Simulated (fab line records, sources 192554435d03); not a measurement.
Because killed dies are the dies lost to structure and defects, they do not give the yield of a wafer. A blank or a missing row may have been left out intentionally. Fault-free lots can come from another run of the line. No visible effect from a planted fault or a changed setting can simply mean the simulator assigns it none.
Matching of chambers + flow n5 finfet + rie diel-01 running N5_FIN_CUT_STRIP_24: 4 sister chambers
The step strips in CF4. 4 wafers are shown with their chamber, then 7 later ones without.

WAFERS, EACH WITH ITS CHAMBER
| wafer  | chamber | throttle valve pct (%) |
|--------|---------|------------------------|
| L086.3 | 2       | 13.97                  |
| L086.5 | 3       | 13.42                  |
| L089.2 | 0       | 13.42                  |
| L089.3 | 1       | 13.61                  |

WAFERS WITHOUT THEIR CHAMBER
| wafer  | throttle valve pct (%) |
|--------|------------------------|
| L089.5 | 13.44                  |
| L094.1 | 13.62                  |
| L094.5 | 13.62                  |
| L094.6 | 13.43                  |
| L096.1 | 14.02                  |
| L096.2 | 13.46                  |
| L096.4 | 13.46                  |

WHICH CHAMBER EACH ONE RAN IN
| wafer  | from the rows above     | in truth |
|--------|-------------------------|----------|
| L089.5 | can't be placed: 0 or 3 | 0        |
| L094.1 | 1                       | 1        |
| L094.5 | 1                       | 1        |
| L094.6 | can't be placed: 0 or 3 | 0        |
| L096.1 | 2                       | 2        |
| L096.2 | can't be placed: 0 or 3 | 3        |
| L096.4 | can't be placed: 0 or 3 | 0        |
Correctly placed: 3 of 7. From these rows, 4 cannot be placed; in 4 the true chamber is one of the candidates. 0 placed wrongly.
How it was worked out, from the rows above alone: a wafer's distance from a chamber is the root of the sum, over the readings, of the square of ((its reading less the chamber's mean) divided by the reading's scatter). If the next closest chamber is less than 2 further off than the closest, the wafer can't be placed; otherwise it belongs to the closest. Each chamber's mean is taken over the wafers shown for it. The scatter (one wafer shown for each chamber): square how far every hidden wafer sits from the nearest shown wafer, average those squares and take the square root.
